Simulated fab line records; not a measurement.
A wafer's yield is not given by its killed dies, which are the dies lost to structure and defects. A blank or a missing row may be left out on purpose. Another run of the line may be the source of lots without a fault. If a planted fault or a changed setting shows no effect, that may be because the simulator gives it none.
Chamber matching :: flow n5Finfet :: N5_BEOL_M3_ALD_98 on aldSin-01 has 4 sister chambers
The step deposits SiO2, target thk 2.5 nm, pulse time 1 s, co reactant pulse time 1 s. 16 wafers are shown with their chamber, then 8 later ones without.

== EACH WAFER AND ITS CHAMBER ==
wafer: L081.1
chamber: 0
heaterPowerW (W): 71
precursorPulseHeightRel: 0.964

wafer: L081.2
chamber: 3
heaterPowerW (W): 75
precursorPulseHeightRel: 0.999

wafer: L081.4
chamber: 1
heaterPowerW (W): 76
precursorPulseHeightRel: 0.992

wafer: L082.1
chamber: 1
heaterPowerW (W): 76
precursorPulseHeightRel: 1.000

wafer: L082.2
chamber: 0
heaterPowerW (W): 71
precursorPulseHeightRel: 0.995

wafer: L082.5
chamber: 0
heaterPowerW (W): 71
precursorPulseHeightRel: 1.040

wafer: L085.3
chamber: 3
heaterPowerW (W): 72
precursorPulseHeightRel: 1.016

wafer: L085.5
chamber: 2
heaterPowerW (W): 74
precursorPulseHeightRel: 1.018

wafer: L085.6
chamber: 1
heaterPowerW (W): 77
precursorPulseHeightRel: 0.999

wafer: L087.4
chamber: 1
heaterPowerW (W): 76
precursorPulseHeightRel: 1.004

wafer: L087.5
chamber: 0
heaterPowerW (W): 70
precursorPulseHeightRel: 1.024

wafer: L087.6
chamber: 1
heaterPowerW (W): 77
precursorPulseHeightRel: 0.999

wafer: L092.3
chamber: 2
heaterPowerW (W): 75
precursorPulseHeightRel: 0.989

wafer: L092.4
chamber: 1
heaterPowerW (W): 77
precursorPulseHeightRel: 0.999

wafer: L092.5
chamber: 0
heaterPowerW (W): 72
precursorPulseHeightRel: 1.009

wafer: L093.1
chamber: 3
heaterPowerW (W): 73
precursorPulseHeightRel: 1.035

SIGNATURES (averages over the wafers above)
reading: heaterPowerW
chamber 0: 71.00
chamber 1: 76.50
chamber 2: 74.50
chamber 3: 73.33
scatter within a chamber: 0.85

reading: precursorPulseHeightRel
chamber 0: 1.00640
chamber 1: 0.99883
chamber 2: 1.00350
chamber 3: 1.01667
scatter within a chamber: 0.0194
Rule: for a wafer and a chamber, the distance is found by dividing, reading by reading, the gap between the wafer's reading and the chamber's mean by the reading's scatter, squaring, summing and taking the root. The wafer belongs to the nearest chamber; if the next one is less than 2 further off, it can't be placed. The scatter is the square root of a quotient: the sum, over the shown wafers, of each reading's squared deviation from its chamber's mean, divided by wafers minus chambers.

== WAFERS WITH NO CHAMBER GIVEN ==
wafer: L093.2
heaterPowerW (W): 75
precursorPulseHeightRel: 1.014

wafer: L093.3
heaterPowerW (W): 73
precursorPulseHeightRel: 0.967

wafer: L093.4
heaterPowerW (W): 73
precursorPulseHeightRel: 0.988

wafer: L093.5
heaterPowerW (W): 72
precursorPulseHeightRel: 1.015

wafer: L093.6
heaterPowerW (W): 75
precursorPulseHeightRel: 0.975

wafer: L095.1
heaterPowerW (W): 77
precursorPulseHeightRel: 0.960

wafer: L095.5
heaterPowerW (W): 77
precursorPulseHeightRel: 0.998

wafer: L095.6
heaterPowerW (W): 72
precursorPulseHeightRel: 1.002

== CHAMBER TAKEN BY EACH ==
wafer: L093.2
from the rows above: can't be placed: 2 or 1 or 3
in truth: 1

wafer: L093.3
from the rows above: can't be placed: 2 or 3 or 0 or 1
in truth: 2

wafer: L093.4
from the rows above: can't be placed: 3 or 2 or 0
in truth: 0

wafer: L093.5
from the rows above: can't be placed: 0 or 3 or 2
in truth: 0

wafer: L093.6
from the rows above: can't be placed: 2 or 1 or 3
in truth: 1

wafer: L095.1
from the rows above: can't be placed: 1 or 2
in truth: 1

wafer: L095.5
from the rows above: 1
in truth: 1

wafer: L095.6
from the rows above: can't be placed: 0 or 3 or 2
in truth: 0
1 of 8 placed correctly. From these rows, 7 cannot be placed; in 7 the true chamber is one of the candidates. 0 placed wrongly.
